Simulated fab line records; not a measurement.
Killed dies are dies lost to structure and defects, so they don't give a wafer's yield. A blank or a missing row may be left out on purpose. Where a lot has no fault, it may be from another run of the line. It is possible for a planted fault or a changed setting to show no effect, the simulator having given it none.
fab line records ; flow n5_finfet
record lots=5; wafers=15; last_day=18
route steps=1938 shown BEOL_M10@1516 BEOL_M11@1536 PASSIVATION@1936
lots that met no fault: taken from a fault-free run of the same line
start_h: the number of hours between the record's first day and the start of the first shown wafer of the lot ; wait_h: hours elapsed since this lot's preceding step ; " same as the row above ; L1.1+2: one row covering several wafers at once ; - either no value or no given start ; * or withheld: withheld ; < > ~ a bound
route shown NAME@n: names a module that has steps shown in the file, with the first one's number in the route ; usual: average and standard deviation across the fault-free wafers ; same: alike in all rows ; chamber/n: place in a boat ; sites: readings site by site ; _std_site: the values' standard deviation ; _edge_site: inner sites' mean taken away from outer sites' mean ; radius_mm: how far each site lies from the wafer's centre ; mask NAME#n: copy n ; behind: the tool/chamber that last shaped the wafer ; hold: reason for holding the lot/hours on hold/outcome of the hold ; device: the n, p or np transistor that did not switch ; end of line: the tests these same wafers got at the end of their route ; for a step that has no rows: nothing shown but its recipe ; killed: the dies lost at the first sort to structure and to defects; this is not the yield of the wafer ; map: the dies of a wafer, with x for killed, . for not killed, _ for no die there
set.NAME: the setting as run; set.NAME@STEP: as run at that earlier step ; model.NAME: the simulator's own value behind a step, which no gauge read
lots at some steps of the route; a table a step, a row a wafer
services: when a tool's chamber went out of use (start_h, in hours from the record's first day, below 0 if earlier), for how many hours, and the reason
## steps
# step N5_BEOL_M10_HM_STRIP_39
# recipe chemistry=peroxide_tin_strip; material=TiN; target_depth_a=250; temp_c=50; time_s=158
# step N5_BEOL_M10_SRD_40
# recipe time_s=30; temp_c=23; rinse_liquid=diw; dry=ipa_marangoni
# step N5_BEOL_M10_PRECLEAN_42
# recipe chemistry=residue_remover; time_s=60; temp_c=40
# step N5_BEOL_M10_SRD_43
# recipe time_s=30; temp_c=23; rinse_liquid=diw; dry=ipa_marangoni
# step N5_BEOL_M10_CURE_72
# recipe temp_c=370; time_s=120; ambient=DMADMS/He; material=SiCOH_lowk
# step N5_BEOL_M10_DEGAS_44
# recipe ambient=vacuum; temp_c=250; time_s=60
# step N5_BEOL_M10_PRE_CLEAN_45
# recipe gas=H2/He; time_s=30; temp_c=250
# step N5_BEOL_M10_ALD_74
# recipe material=TaN; target_thk_a=20; temp_c=275; ald_precursor_family=PDMAT; ald_co_reactant=NH3; pressure_torr=3; carrier_flow_sccm=1500; pulse_time_s=2; purge_time_s=3; co_reactant_purge_time_s=2; co_reactant_pulse_time_s=3; ald_cycles=40; precursor_vessel_temp_c=75; precursor_vessel_pressure_torr=26.25; precursor_vessel_carrier_sccm=1000
# step N5_BEOL_M10_SURFACE_TREAT_76
# recipe gas=Ar; time_s=*; ion_energy_ev=*; ion_current_ma_cm2=0.5; pressure_mtorr=*; ar_flow_sccm=30
# step N5_BEOL_M10_CVD_75
# recipe material=Co; target_thk_a=20; temp_c=withheld; precursor=CCTBA/H2; pressure_torr=30; time_s=138.9
# step N5_BEOL_M10_SPUTTER_48
# recipe material=Cu; target_thk_a=120; temp_c=-20; bias_v=60; power_w=26000; chamber_pressure_pa=0.13; time_s=2
# usual throttle_valve_pct=30.7/0.68
lot.wafer;tool;chamber;start_h;wait_h;throttle_valve_pct
L833.2;pvd_sputter-02;-;268.92;0.1;30.1
L833.3;pvd_sputter-02;-;268.92;0.1;29.7
L833.6;pvd_sputter-02;-;268.92;0.1;30.1
L836.2;pvd_sputter-02;-;285.32;0.1;29.6
L836.3;pvd_sputter-02;-;285.32;0.1;31.0
L836.5;pvd_sputter-02;-;285.32;0.1;30.0
L841.2;pvd_sputter-02;-;310.02;0.4;30.2
L841.3;pvd_sputter-02;-;310.02;0.4;30.8
L841.5;pvd_sputter-02;-;310.02;0.4;31.2
L840.2;pvd_sputter-02;-;316.34;0.1;30.9
L840.3;pvd_sputter-02;-;316.34;0.1;30.1
L840.4;pvd_sputter-02;-;316.34;0.1;30.4
L854.1;pvd_sputter-03;-;397.08;0.1;30.6
L854.3;pvd_sputter-03;-;397.08;0.1;29.4
L854.5;pvd_sputter-03;-;397.08;0.1;30.5
# step N5_BEOL_M10_ECD_50
# recipe material=Cu; target_thk_a=3180
# step N5_BEOL_M10_ANNEAL_51
# recipe temp_c=225; time_s=90; ambient=N2
# step N5_BEOL_M10_CMP_52
# recipe stop_on=SiCOH_lowk; t_overpolish_s=7; down_force_psi=1; platen_rpm=50; clearing_platen_down_force_psi=1.5; clearing_platen_rpm=50; post_cmp_clean=cu_alkaline; target_thk_nm=140; clearing_platen_pad_velocity_m_s=0.99484; pad_velocity_m_s=0.99484
# step N5_BEOL_M10_PRE_CLEAN_55
# recipe gas=NH3; time_s=15; temp_c=withheld; rf_power_w=300
# step N5_BEOL_M10_DEP_56
# recipe material=SiCN; target_thk_a=150; temp_c=withheld; precursor=3MS/NH3; pressure_torr=3; rf_w=202; time_s=26.5
# step N5_BEOL_M11_ILD_DEP_00
# recipe material=SiCOH_lowk; target_thk_a=3085.1; temp_c=300; precursor=DEMS/porogen; pressure_torr=5; rf_w=500; time_s=58
# step N5_BEOL_M11_CURE_71
# recipe temp_c=385; time_s=240; ambient=He/Ar; material=SiCOH_lowk
# step N5_BEOL_M11_PECVD_70
# recipe material=SiO2; target_thk_a=200; temp_c=400; precursor=TEOS/O2; pressure_torr=5.5; rf_w=450; teos_flow_sccm=53.8; gas=O2; flow_sccm=3000; time_s=22.7
# step N5_BEOL_M11_HM_DEP_02
# recipe material=TiN; target_thk_a=200; temp_c=25; chamber_pressure_pa=0.49996
# step N5_BEOL_M11_COAT_59
# recipe resist=SOC; temp_c=250; time_s=60; spin_rpm=1500; resist_thk_nm=100
# step N5_BEOL_M11_COAT_60
# recipe resist=SiARC; temp_c=220; time_s=60; spin_rpm=1500; resist_thk_nm=30
# step N5_BEOL_M11_COAT_05
# recipe resist=CAR-ArF; spin_rpm=1500; resist_thk_nm=90
# step N5_BEOL_M11_EBR_07
# recipe solvent=PGMEA; ebr_width_mm=1.5
# step N5_BEOL_M11_SOFTBAKE_06
# recipe temp_c=110; time_s=60; resist=CAR-ArF
# step N5_BEOL_M11_EXPOSE_08
# recipe mask_id=M11; na=1.35; source_shape=dipole; sigma_inner=0.411; sigma_outer=0.611; polarization=te; dose_mj=53.75
# step N5_BEOL_M11_PEB_09
# recipe peb_temp_c=withheld; peb_time_s=60; resist=CAR-ArF
# step N5_BEOL_M11_DEVELOP_10
# recipe develop_time_s=30; developer=TMAH; resist=CAR-ArF; rinse_liquid=diw; dry=air_spin; dev_temp_c=23
# step N5_BEOL_M11_DESCUM_16
# recipe chemistry=O2; time_s=7.9; source_power_w=50; bias_power_w=20; pressure_mtorr=20; rf_frequency_hz=2.712e+07; temp_c=40; resist=CAR-ArF; o2_flow_sccm=225
# step N5_BEOL_M11_ETCH_61
# recipe chemistry=CF4; target=SiARC; target_depth_a=390; mask_material=CAR-ArF; time_s=65; ion_energy_ev=80; pressure_mtorr=40; source_w=545; bias_w=36; Ar_flow_sccm=100; cf4_flow_sccm=100; ends=cleared
# step N5_BEOL_M11_ETCH_62
# recipe chemistry=N2/H2; target=SOC; target_depth_a=1100; overetch_a=220; mask_material=SiARC; temp_c=40; time_s=165; ion_energy_ev=200; pressure_mtorr=30; source_w=840; bias_w=150; n2_flow_sccm=200; h2_flow_sccm=200
# step N5_BEOL_M11_STRIP_68
# recipe chemistry=N2/H2; temp_c=40; n2_flow_sccm=200; h2_flow_sccm=200; rf_frequency_hz=6e+07
# step N5_BEOL_M11_STRIP_67
# recipe chemistry=CF4; resist=SiARC; power_w=300; bias_power_w=75; pressure_mtorr=50; cf4_flow_sccm=150; rf_frequency_hz=6e+07
# step N5_PASSIVATION_PROBE_49
# usual defect_limited_yield=91.1/1.5; killed_at_M0_to_M3=36/11; killed_at_M4_up=14/5.6; killed_at_contacts=11/5.6; killed_at_front_end=40/12; killed_at_other=4/3.2; killed_dies=105/17; killed_on_rim=14/3.4; killed_open=69/12; killed_short=34/8.4; sort_bin_5_function=5.2/0.95; sort_bin_6_memory=3.3/0.63; sort_n_pass=1075/17; sort_yield_pct=91.1/1.5
# same gross_dies=1180; killed_at_back_side=0; sort_bin_4_leakage[%]=0; sort_bin_8_speed[%]=0
lot.wafer;tool;chamber;start_h;wait_h;defect_limited_yield[%];killed_at_M0_to_M3;killed_at_M4_up;killed_at_contacts;killed_at_front_end;killed_at_other;killed_dies;killed_on_rim;killed_open;killed_short;sort_bin_5_function[%];sort_bin_6_memory[%];sort_n_pass;sort_yield_pct[%]
L836.2;prober-01;-;339.16;0.1;79.8;36;167;5;29;1;238;11;60;18;12.5;4.0;942;79.8
L836.3;prober-01;-;339.21;0.1;83.4;17;120;8;47;4;196;32;50;31;9.1;3.6;984;83.4
L836.5;prober-01;-;339.31;0.2;88.6;27;58;7;42;0;134;27;54;28;5.8;3.6;1046;88.6
L841.2;prober-02;-;357.46;0.1;88.4;31;56;9;40;1;137;28;52;37;5.7;3.9;1043;88.4
L841.3;prober-02;-;357.51;0.1;80.8;47;122;7;49;1;226;37;68;42;10.8;4.6;954;80.8
L841.5;prober-02;-;357.61;0.2;83.5;31;111;12;36;5;195;35;69;23;9.5;3.2;985;83.5
L840.2;prober-02;-;363.12;0.1;82.1;33;121;9;34;14;211;37;71;32;10.9;3.9;969;82.1
L840.3;prober-02;-;363.17;0.1;85.8;29;65;8;57;8;167;32;70;45;8.1;4.1;1013;85.8
L840.4;prober-02;-;363.22;0.2;87.1;42;59;6;38;7;152;33;82;27;6.1;4.9;1028;87.1
L854.1;prober-01;-;443.28;0.0;88.6;40;20;17;55;2;134;15;98;34;7.2;3.9;1046;88.6
L854.3;prober-01;-;443.38;0.1;88.5;37;18;34;45;2;136;18;75;57;5.8;4.7;1044;88.5
L854.5;prober-01;-;443.48;0.2;91.8;34;13;10;39;1;97;10;62;34;4.6;3.4;1083;91.8
# killed by level:class
L836.2 BEOL_M10:unspecified=157 BEOL_M2:geometric_particle:open=15 FIN_SAQP:geometric_particle:open=9 BEOL_M3:geometric_particle:open=8 MOL_CONTACT_COAG:geometric_particle:open=4 BEOL_M0_SAQP:geometric_particle:open=4 BEOL_M8:geometric_particle:open=4 FIN_SAQP:geometric_particle:short=3
L836.3 BEOL_M10:unspecified=113 FIN_SAQP:geometric_particle:short=14 STI_FIN_REVEAL:geometric_particle:open=14 MOL_CONTACT_COAG:geometric_particle:open=7 FIN_SAQP:geometric_particle:open=6 STI_FIN_REVEAL:geometric_particle:short=4 BEOL_M4:geometric_particle:open=4 BEOL_M2:geometric_particle:open=3
L836.5 BEOL_M10:unspecified=50 BEOL_M2:geometric_particle:open=8 FIN_SAQP:geometric_particle:open=7 MOL_CONTACT_COAG:geometric_particle:open=6 FIN_SAQP:geometric_particle:short=5 GATE_CUT:geometric_particle:open=5 DUMMY_GATE:geometric_particle:open=5 GATE_CUT:geometric_particle:short=5
L841.2 BEOL_M10:unspecified=46 FIN_SAQP:geometric_particle:short=10 FIN_SAQP:geometric_particle:open=10 BEOL_M0_SAQP:geometric_particle:open=8 DUMMY_GATE:geometric_particle:open=5 MOL_CONTACT_COAG:geometric_particle:open=5 BEOL_M0_SAQP:geometric_particle:short=5 BEOL_M1:geometric_particle:open=5
L841.3 BEOL_M10:unspecified=111 BEOL_M3:geometric_particle:open=16 BEOL_M0_SAQP:geometric_particle:short=10 FIN_SAQP:geometric_particle:short=9 BEOL_M0_SAQP:geometric_particle:open=7 FIN_SAQP:geometric_particle:open=6 GATE_CUT:geometric_particle:short=6 MOL_CONTACT_COAG:geometric_particle:open=6
L841.5 BEOL_M10:unspecified=100 FIN_SAQP:geometric_particle:open=10 STI_FIN_REVEAL:geometric_particle:open=10 MOL_CONTACT_COAG:geometric_particle:open=9 BEOL_M0_SAQP:geometric_particle:short=8 BEOL_M0_SAQP:geometric_particle:open=8 BEOL_M4:geometric_particle:open=7 BEOL_M1:geometric_particle:open=6
L840.2 BEOL_M10:unspecified=107 BEOL_M1:geometric_particle:open=12 MOL_CONTACT_COAG:geometric_particle:open=9 FIN_SAQP:geometric_particle:open=8 STI_FIN_REVEAL:geometric_particle:open=7 MIM_TOP_ETCH:geometric_particle:short=7 BEOL_M0_SAQP:geometric_particle:open=5 BEOL_M1:geometric_particle:short=4
L840.3 BEOL_M10:unspecified=52 FIN_SAQP:geometric_particle:open=15 STI_FIN_REVEAL:geometric_particle:open=10 FIN_SAQP:geometric_particle:short=9 MOL_CONTACT_COAG:geometric_particle:open=8 GATE_CUT:geometric_particle:short=6 BEOL_M0_SAQP:geometric_particle:open=6 BEOL_M4:geometric_particle:open=6
L840.4 BEOL_M10:unspecified=40 FIN_SAQP:geometric_particle:open=12 BEOL_M4:geometric_particle:open=10 STI_FIN_REVEAL:geometric_particle:open=9 BEOL_M1:geometric_particle:open=9 BEOL_M0_SAQP:geometric_particle:open=8 BEOL_M2:geometric_particle:open=8 MOL_CONTACT_COAG:geometric_particle:open=5
L854.1 FIN_SAQP:geometric_particle:open=21 MOL_CONTACT_COAG:geometric_particle:open=14 BEOL_M4:geometric_particle:open=13 BEOL_M0_SAQP:geometric_particle:open=12 BEOL_M0_SAQP:geometric_particle:short=9 BEOL_M2:geometric_particle:open=7 FIN_SAQP:geometric_particle:short=6 DUMMY_GATE:geometric_particle:open=6
L854.3 MOL_CONTACT_COAG:geometric_particle:open=24 BEOL_M4:geometric_particle:open=13 STI_FIN_REVEAL:geometric_particle:open=12 FIN_SAQP:geometric_particle:short=10 BEOL_M0_SAQP:geometric_particle:short=10 MOL_CONTACT_COAG:geometric_particle:short=10 BEOL_M0_SAQP:geometric_particle:open=7 STARTING-WAFER:geometric_particle:short=5
L854.5 MOL_CONTACT_COAG:geometric_particle:open=10 FIN_SAQP:geometric_particle:open=9 FIN_SAQP:geometric_particle:short=9 BEOL_M0_SAQP:geometric_particle:open=9 BEOL_M0_SAQP:geometric_particle:short=8 BEOL_M4:geometric_particle:open=7 STI_FIN_REVEAL:geometric_particle:open=6 BEOL_M1:geometric_particle:open=4
# map L836.2 (x killed, . not)
_________________x.....x.....________________
______________....x............._____________
___________........................__________
__________.........................._________
________...x.....x...................._______
_______....x............x.........x....______
______........x.....x.........x..x......_____
_____................................x...____
____.....x.................x.........x....___
___..........x....................x........__
___......x.....x......x.......x..x.........__
__......xxxx....x......x..xx................_
__....x.xxxxxxxxx..........................._
_.....xxxxxxxxx..............................
_..x.xxxxxxxxxxxxxx................x.......x.
_..xxxxxxxxxxxxxxx..............x............
_.x.xxxxxxxxxxxxxx.................x.........
_..xxxxxxxxxxxxxxxx...............x...x..x.x.
_x..xxxxxxxxxxxxxx..x...........x..xx........
_..x.xxxxxxxxxxxxxx.........x..........x..x..
_...xxxxxxxxxxxxxxx.....................x....
__.x..xxxxxxxxxxx.....x..........x.........._
__.x....xx.xxxxx.x......x.......xx......x..x_
___....x.xxx.xx.xx...............x.........__
___........x.......x.............xx.....x..__
____...x.....x.........xx..........x......___
_____...............x...........xx.......____
______........x............x............_____
_______................................______
________x........................xx..._______
__________........x...........x....._________
___________.....x..........x......x__________
______________.....xx.........x._____________
_________________.xxx........________________
# map L840.2 (x killed, . not)
_________________x......x..xx________________
______________x..x...x....xxxxxx_____________
___________.........x....xxxxxxxxxx__________
__________......x..x...x.xxxxxxxxxxx_________
________.x................xxxxxxxxxxxx_______
_______......x........x..x.xxxxxxxxxxxx______
______...x...............xxxxxxxxxxxxxxx_____
_____........x.............xxxxxxxxxxxxxx____
____..........x....x..x..x.xxxxxxxxxx.xx..___
___..........x...............xxxxxxxx.x....__
___..x.x........x...x...x.....xxx.xxx......__
__.....x................xx..x..x.x.........._
__x...........................x............._
_..........x................x..........x.....
_...x...........................x.x..........
_..............x..............x.........x.x..
_.........x...x........x.....................
_...x...............x........................
_...x......x...x.......xx.........x..........
_.................x.......x..................
_.............................x..............
__...xx..................x...x.x.....x..x..._
__.x.................x..xx................x._
___x..x....xx...x....x......xx.....x.......__
___..................x............x.......x__
____..x................x..................___
_____...x................................____
______.........................x........_____
_______.................x.....x......x.______
________.......x..x.x................._______
__________..x...x....x........xx...x_________
___________...................x....__________
______________xx............x..._____________
_________________...........x________________
## services
tool;chamber;start_h;hours;kind
pvd_sputter-02;-;295.39;5.2;repair
pvd_sputter-02;-;366.81;8.6;repair
pvd_sputter-02;-;396.80;1.1;repair
## key
first_sign step=N5_PASSIVATION_PROBE_49; reading=killed_at_M4_up; direction=up; sigmas=15; usual=14; struck=98
effect step=N5_PASSIVATION_PROBE_49; reading=killed_dies; direction=up; sigmas=4.6; usual=105; struck=184
more_kills_born_at N5_BEOL_M10_SPUTTER_48@pvd_sputter-02=776
met_at N5_BEOL_M10_SPUTTER_48
struck_wafers L836.2,L836.3,L836.5,L840.2,L840.3,L840.4,L841.2,L841.3,L841.5
onset_between 268.92 285.32
fault kind=chamber_particle_source; tool=pvd_sputter-02; chamber=-; onset_h=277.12; steps=N5_BEOL_M10_SPUTTER_48; rate_per_visit_cm2=1.9227; end_h=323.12
